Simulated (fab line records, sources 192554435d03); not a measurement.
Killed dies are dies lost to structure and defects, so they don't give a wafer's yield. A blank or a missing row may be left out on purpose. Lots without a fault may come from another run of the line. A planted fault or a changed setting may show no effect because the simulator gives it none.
Split-lot experiment | flow n5_finfet | 7 lots, 39 wafers read, on a route of 1938 steps

THE SPLIT
At N5_DUMMY_GATE_ETCH_31 (etches SiO2 in C4F6/O2, target depth 82.5 nm, time 27.5 s), the setting target_depth_a was moved away from the recipe's 825 angstrom on 18 of the 39 wafers read, by -7.7% to +11.3%. The other wafers ran this setting at the recipe's value.

The reading is taken at the split's own step.

THE READING
etch.depth_nm (the simulator's own value, which no gauge read), in nm, at N5_DUMMY_GATE_ETCH_31 (etches SiO2 in C4F6/O2, target depth 82.5 nm, time 27.5 s). The file gives no usual value for it. The 21 wafers here that ran the recipe average 81.90 nm, standard deviation 0.86 nm.

wafer  | tool, chamber at the split | target_depth_a as run, angstrom | against the recipe | etch.depth_nm, nm | against lot-mates on the recipe
L076.3 | rie_diel-03, 0             | 825                             | recipe             | 80.74             | -
L076.4 | rie_diel-03, 1             | 825                             | recipe             | 82.15             | -
L076.6 | rie_diel-03, 1             | 825                             | recipe             | 82.45             | -
L082.1 | rie_diel-03, 3             | 825                             | recipe             | 79.67             | -
L082.2 | rie_diel-03, 2             | 797.8                           | -3.3%              | 77.82             | -3.13
L082.3 | rie_diel-03, 0             | 825                             | recipe             | 81.4              | -
L082.4 | rie_diel-03, 3             | 797.8                           | -3.3%              | 76.84             | -4.11
L082.5 | rie_diel-03, 0             | 825                             | recipe             | 81.79             | -
L082.6 | rie_diel-03, 2             | 797.8                           | -3.3%              | 77.95             | -3.00
L083.1 | rie_diel-06, 3             | 825                             | recipe             | 83.31             | -
L083.2 | rie_diel-06, 0             | 825                             | recipe             | 81.66             | -
L083.3 | rie_diel-06, 1             | 825                             | recipe             | 82.62             | -
L083.4 | rie_diel-06, 2             | 880.2                           | +6.7%              | 90.03             | +7.50
L083.5 | rie_diel-06, 2             | 880.2                           | +6.7%              | 88.85             | +6.32
L083.6 | rie_diel-06, 3             | 880.2                           | +6.7%              | 86.87             | +4.34
L086.1 | rie_diel-06, 1             | 825                             | recipe             | 82.31             | -
L086.2 | rie_diel-06, 3             | 825                             | recipe             | 82.15             | -
L086.3 | rie_diel-06, 0             | 761.3                           | -7.7%              | 75.76             | -6.46
L086.4 | rie_diel-06, 2             | 761.3                           | -7.7%              | 77.43             | -4.79
L086.5 | rie_diel-06, 1             | 761.3                           | -7.7%              | 76.14             | -6.08
L086.6 | rie_diel-06, 0             | 825                             | recipe             | 82.19             | -
L089.1 | rie_diel-03, 3             | 825                             | recipe             | 82.02             | -
L089.2 | rie_diel-03, 1             | 765.7                           | -7.2%              | 76.91             | -4.54
L089.3 | rie_diel-03, 2             | 825                             | recipe             | 80.58             | -
L089.4 | rie_diel-03, 0             | 765.7                           | -7.2%              | 75.77             | -5.68
L089.5 | rie_diel-03, 3             | 765.7                           | -7.2%              | 76.37             | -5.08
L089.6 | rie_diel-03, 0             | 825                             | recipe             | 81.75             | -
L090.1 | rie_diel-03, 0             | 825                             | recipe             | 81.91             | -
L090.2 | rie_diel-03, 2             | 825                             | recipe             | 80.71             | -
L090.3 | rie_diel-03, 3             | 918                             | +11.3%             | 91.3              | +9.46
L090.4 | rie_diel-03, 1             | 918                             | +11.3%             | 92.77             | +10.93
L090.5 | rie_diel-03, 2             | 918                             | +11.3%             | 89.18             | +7.34
L090.6 | rie_diel-03, 3             | 825                             | recipe             | 82.91             | -
L093.1 | rie_diel-06, 1             | 874.8                           | +6.0%              | 86.86             | +4.30
L093.2 | rie_diel-06, 0             | 825                             | recipe             | 82.73             | -
L093.3 | rie_diel-06, 3             | 874.8                           | +6.0%              | 86.99             | +4.43
L093.4 | rie_diel-06, 2             | 825                             | recipe             | 82.76             | -
L093.5 | rie_diel-06, 2             | 825                             | recipe             | 82.18             | -
L093.6 | rie_diel-06, 3             | 874.8                           | +6.0%              | 85.88             | +3.32

THE FIT
A straight line over all 39 wafers: etch.depth_nm changes by +0.825 nm for each +1% of target_depth_a; r = +0.97; the points scatter about the line by 1.1 nm.
The same after taking each lot's own level away (the mean of its wafers on the recipe; 39 wafers): +0.791 nm for each +1%; r = +0.98; scatter 0.93 nm.
On that fit, the largest move of target_depth_a shifts the reading by 8.9 nm.
The lots' own levels span 80.953 to 82.557 nm, that is 1.9 times the standard deviation above.
So the lot-to-lot level changes the slope little: the two slopes agree.
Check: with one of the wafers moved furthest among these (+11.3%) left out of the fit, the line predicts +8.86 nm for it against its lot-mates. It came out at +9.46 nm against them.

OTHER SPLITS ON THESE WAFERS
These wafers also went through other splits before the reading. Each is held against what the fit with the lots' levels taken away leaves over:
other split on the same wafers               | wafers away from the commonest value | r with etch.depth_nm (lot level and that fit taken away)
N5_PMOS_HMC_CHANNEL_EPI_FIN_RECESS_16 time_s | 15                                   | +0.16
N5_FIN_SAQP_ALD_61 temp_c                    | 15                                   | -0.03
N5_FIN_CUT_CUT_ETCH_26 time_s                | 15                                   | -0.06

THE FILE'S OWN FIT
etch.depth_nm changes by +0.791 nm for each +1% of target_depth_a, r = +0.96.
